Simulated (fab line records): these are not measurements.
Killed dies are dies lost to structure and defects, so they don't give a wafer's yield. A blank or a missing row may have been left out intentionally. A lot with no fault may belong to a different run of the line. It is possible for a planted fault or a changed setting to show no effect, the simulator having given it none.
The tool behind it: which one? | flow n5Finfet | Sampling: 11 lots, 33 wafers, 4 of 1938 route steps

WHAT THE GAUGES SHOWED, per wafer
N5_MIM_TOP_LITHO_OVL_MEAS_11. Usual: MIM_TOP_OVL gives 3 nm (standard deviation 6).
lot  | measured     | on         | MIM_TOP_OVL (nm) | flag
L941 | day 12 11:28 | overlay-01 | 1 -5 0           | 
L944 | day 13 04:02 | overlay-01 | -3 -1 -3         | 
L946 | day 14 03:34 | overlay-01 | 3 5 1            | 
L951 | day 15 00:31 | overlay-02 | 4 1 6            | 
L953 | day 15 10:19 | overlay-01 | -10 -3 -7        | 
L954 | day 16 08:10 | overlay-01 | 1 8 2            | 
L958 | day 16 12:14 | overlay-01 | 8 12 13          | 
L957 | day 16 12:46 | overlay-02 | 2 2 2            | 
L961 | day 17 03:11 | overlay-01 | -5 -4 -6         | 
L962 | day 17 17:46 | overlay-01 | 11 10 13         | 
L964 | day 18 11:22 | overlay-02 | -3 0 5           | 

N5_PASSIVATION_CD_MEAS_10: target cd 3000 nm. Usual: cdNm at 2999.7 nm, with a standard deviation of 2.5.
lot  | measured     | on       | cdNm (nm)            | flag
L941 | day 12 13:50 | cdSem-02 | 2997.5 2997.8 2999.3 | 
L944 | day 13 06:15 | cdSem-01 | 3001.4 2998.9 3000.7 | 
L946 | day 14 08:19 | cdSem-01 | 3001.2 2998.0 2998.7 | 
L951 | day 15 05:05 | cdSem-03 | 3001.0 3001.4 3000.3 | 
L953 | day 15 13:17 | cdSem-03 | 3000.5 2998.7 3001.0 | 
L954 | day 16 10:41 | cdSem-01 | 3003.5 2998.1 3002.0 | 
L958 | day 16 15:22 | cdSem-01 | 2999.2 3003.4 3003.7 | 
L957 | day 16 15:45 | cdSem-02 | 3004.1 3000.9 3002.1 | 
L961 | day 17 06:45 | cdSem-03 | 2998.9 2998.8 3000.4 | 
L962 | day 17 21:22 | cdSem-01 | 3000.5 2998.3 2997.8 | 
L964 | day 18 15:15 | cdSem-01 | 3000.6 2998.4 2996.1 | 

TOOL THAT RAN EACH LOT (tool first, then ch and the chambers of the sampled wafers, then the start)
lot  | N5_MIM_BOT_ETCH_ETCH_03          | N5_MIM_BOT_ETCH_ETCH_00
L941 | rieMetal-01 ch 0, day 12 12:28   | rieMetal-01 ch 0, day 12 12:35
L944 | rieMetal-02 ch 0,1, day 13 05:02 | rieMetal-02 ch 0,1, day 13 05:08
L946 | rieMetal-01 ch 1, day 14 04:40   | rieMetal-01 ch 1, day 14 04:45
L951 | rieMetal-03 ch 0,1, day 15 01:49 | rieMetal-03 ch 0,1, day 15 01:54
L953 | rieMetal-01 ch 0,1, day 15 11:38 | rieMetal-01 ch 0,1, day 15 11:44
L954 | rieMetal-01 ch 0,1, day 16 09:30 | rieMetal-01 ch 0,1, day 16 09:35
L958 | rieMetal-03 ch 0,1, day 16 13:29 | rieMetal-03 ch 0,1, day 16 13:35
L957 | rieMetal-02 ch 0,1, day 16 14:26 | rieMetal-02 ch 0,1, day 16 14:32
L961 | rieMetal-02 ch 0,1, day 17 04:49 | rieMetal-02 ch 0,1, day 17 04:55
L962 | rieMetal-02 ch 0,1, day 17 19:52 | rieMetal-02 ch 0,1, day 17 19:58
L964 | rieMetal-02 ch 0, day 18 12:35   | rieMetal-02 ch 0, day 18 12:46
- N5_MIM_BOT_ETCH_ETCH_03: etches the open film in Cl2/BCl3, target depth 12 nm.
- N5_MIM_BOT_ETCH_ETCH_00: etches TiN in Cl2/BCl3, target depth 45.5 nm.

AS READ BY THE TOOLS THEMSELVES (means over the sampled wafers that have a number; for cases with no such wafer, the mark the record gives instead)
N5_MIM_BOT_ETCH_ETCH_03. Usual: bcl3FlowSccm 80.03 sccm, standard deviation 0.24; biasW 99.96 W, standard deviation 0.28; drypumpMotorCurrentA 5.8 A, standard deviation 0.41; oesProductAu 0.77 a.u., standard deviation 0.11; rfFwdPowerW 793.2 W, standard deviation 3; throttleValvePct 27.68 %, standard deviation 0.24.
lot  | tool        | bcl3FlowSccm (sccm) | biasW (W) | drypumpMotorCurrentA (A) | oesProductAu (a.u.) | rfFwdPowerW (W) | throttleValvePct (%) | flag
L941 | rieMetal-01 | 80.03               | 99.98     | 6.1                      | 0.60                | 798.1           | 27.88                | 
L944 | rieMetal-02 | 80.00               | 99.86     | 5.5                      | 0.85                | 793.0           | 27.71                | 
L946 | rieMetal-01 | 80.31               | 99.82     | 6.0                      | 0.69                | 793.9           | 27.37                | 
L951 | rieMetal-03 | 79.65               | 99.75     | 6.1                      | 0.74                | 794.0           | 27.80                | 
L953 | rieMetal-01 | 80.11               | 100.10    | 6.0                      | 0.84                | 795.6           | 27.51                | 
L954 | rieMetal-01 | 80.27               | 100.23    | 6.0                      | 0.77                | 796.0           | 27.45                | 
L958 | rieMetal-03 | 79.93               | 100.14    | 6.1                      | 0.74                | 789.8           | 27.80                | 
L957 | rieMetal-02 | 79.91               | 99.96     | 5.5                      | 0.82                | 790.9           | 27.72                | 
L961 | rieMetal-02 | 79.88               | 99.83     | 5.5                      | 0.82                | 795.2           | 27.72                | 
L962 | rieMetal-02 | 80.12               | 100.15    | 5.3                      | 0.75                | 793.1           | 27.89                | 
L964 | rieMetal-02 | 79.87               | 100.15    | 5.7                      | 0.88                | 794.3           | 27.56                | 

N5_MIM_BOT_ETCH_ETCH_00. Usual: bcl3FlowSccm 21.75 sccm, standard deviation 0.059; biasW 126.0 W, standard deviation 0.4; drypumpMotorCurrentA 5.8 A, standard deviation 0.41; oesProductAu 0.78 a.u., standard deviation 0.11; rfFwdPowerW 993 W, standard deviation 3; throttleValvePct 22.03 %, standard deviation 0.24.
lot  | tool        | bcl3FlowSccm (sccm) | biasW (W) | drypumpMotorCurrentA (A) | oesProductAu (a.u.) | rfFwdPowerW (W) | throttleValvePct (%) | flag
L941 | rieMetal-01 | 21.73               | 126.1     | 6.1                      | 0.61                | 994             | 22.34                | 
L944 | rieMetal-02 | 21.76               | 126.0     | 5.5                      | 0.85                | 994             | 21.94                | 
L946 | rieMetal-01 | 21.75               | 125.6     | 6.0                      | 0.70                | 996             | 21.76                | 
L951 | rieMetal-03 | 21.74               | 125.7     | 6.1                      | 0.74                | 995             | 22.18                | 
L953 | rieMetal-01 | 21.76               | 130.9     | 6.0                      | 0.85                | 995             | 21.93                | OFF
L954 | rieMetal-01 | 21.75               | 136.8     | 6.0                      | 0.78                | 995             | 21.83                | OFF
L958 | rieMetal-03 | 21.77               | 125.9     | 6.0                      | 0.74                | 994             | 22.17                | 
L957 | rieMetal-02 | 21.76               | 126.4     | 5.5                      | 0.81                | 994             | 21.97                | 
L961 | rieMetal-02 | 21.77               | 125.9     | 5.5                      | 0.82                | 992             | 21.95                | 
L962 | rieMetal-02 | 21.81               | 125.6     | 5.3                      | 0.74                | 991             | 22.18                | 
L964 | rieMetal-02 | 21.72               | 126.0     | 5.7                      | 0.87                | 993             | 21.76                | 

THE ANSWER, worked out from the rows above alone
Rule: a lot counts as off when the mean over its wafers that have a number is more than 3 standard deviations away from the usual mean. Also off: a lot with no number at a reading for which 4 or more lots have one. All remaining lots with rows at the step are treated as sound. Order of review: gauges by route order, followed by the tools' own readings, for which a lot's mean as printed above is used. At the first step where some lot is off, the reading lying furthest off is the one used; lots without a number count as furthest.
Off at N5_MIM_BOT_ETCH_ETCH_00 (biasW): L953, L954.
A tool fits if, at that step or a process step before it, it ran every lot that is off, and no sound lot after the first of them. One fits: rieMetal-01 at N5_MIM_BOT_ETCH_ETCH_03 and N5_MIM_BOT_ETCH_ETCH_00. At N5_MIM_BOT_ETCH_ETCH_03 its last sound lot is L946 (day 14 04:40), its first lot that is off L953 (day 15 11:38): a fault that began between those two fits.

WHAT THE SIMULATOR HAD PUT IN
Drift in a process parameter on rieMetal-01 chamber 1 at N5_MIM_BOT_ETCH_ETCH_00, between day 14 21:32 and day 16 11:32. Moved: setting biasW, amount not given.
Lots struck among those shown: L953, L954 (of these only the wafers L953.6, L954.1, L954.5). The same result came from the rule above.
